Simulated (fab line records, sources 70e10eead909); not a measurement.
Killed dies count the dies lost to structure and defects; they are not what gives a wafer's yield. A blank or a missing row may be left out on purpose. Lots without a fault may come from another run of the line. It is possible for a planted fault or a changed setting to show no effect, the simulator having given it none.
Matching of chambers + flow nand-harc + NHARC_P_CONTACT_CMP_01 on cmp-01: 4 sister chambers
The step polishes SiO2, target thk 200 nm. 14 wafers are shown with their chamber, then 7 later ones without.

== EACH WAFER AND ITS CHAMBER ==
| wafer  | chamber | motor-current-A (A) |
|--------|---------|---------------------|
| L078.2 | 0       | 12.0                |
| L078.3 | 1       | 14.1                |
| L078.4 | 2       | 10.3                |
| L080.3 | 1       | 13.6                |
| L080.5 | 2       | 10.9                |
| L080.6 | 1       | 13.6                |
| L083.1 | 0       | 12.2                |
| L083.4 | 1       | 14.3                |
| L083.6 | 3       | 12.0                |
| L087.1 | 1       | 13.8                |
| L087.2 | 0       | 11.4                |
| L087.4 | 2       | 11.0                |
| L094.1 | 3       | 12.5                |
| L094.2 | 0       | 11.5                |

SIGNATURES, as means of the wafers listed above
| reading         | chamber 0 | chamber 1 | chamber 2 | chamber 3 | scatter within a chamber |
|-----------------|-----------|-----------|-----------|-----------|--------------------------|
| motor-current-A | 11.775    | 13.880    | 10.733    | 12.250    | 0.353                    |
Rule: for a wafer and a chamber, the distance is found by dividing, reading by reading, the gap between the wafer's reading and the chamber's mean by the reading's scatter, squaring, summing and taking the root. The wafer belongs to the nearest chamber; if the next one is less than 2 further off, it can't be placed. The scatter: take each reading less its chamber's mean, square it, sum over the shown wafers, divide by the number of wafers less the number of chambers, and take the root.

== WAFERS WITH NO CHAMBER GIVEN ==
| wafer  | motor-current-A (A) |
|--------|---------------------|
| L094.6 | 13.7                |
| L096.1 | 12.7                |
| L096.2 | 14.2                |
| L096.4 | 10.4                |
| L097.1 | 12.2                |
| L097.2 | 10.1                |
| L097.4 | 11.7                |

== WHICH CHAMBER EACH WENT THROUGH ==
| wafer  | from the rows above     | in truth |
|--------|-------------------------|----------|
| L094.6 | 1                       | 1        |
| L096.1 | can't be placed: 3 or 0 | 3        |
| L096.2 | 1                       | 1        |
| L096.4 | 2                       | 2        |
| L097.1 | can't be placed: 3 or 0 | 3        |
| L097.2 | 2                       | 2        |
| L097.4 | can't be placed: 0 or 3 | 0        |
Correctly placed: 4 of 7. Not placeable from these rows: 3 (in 3, the candidates include the true chamber). Wrongly placed: 0.
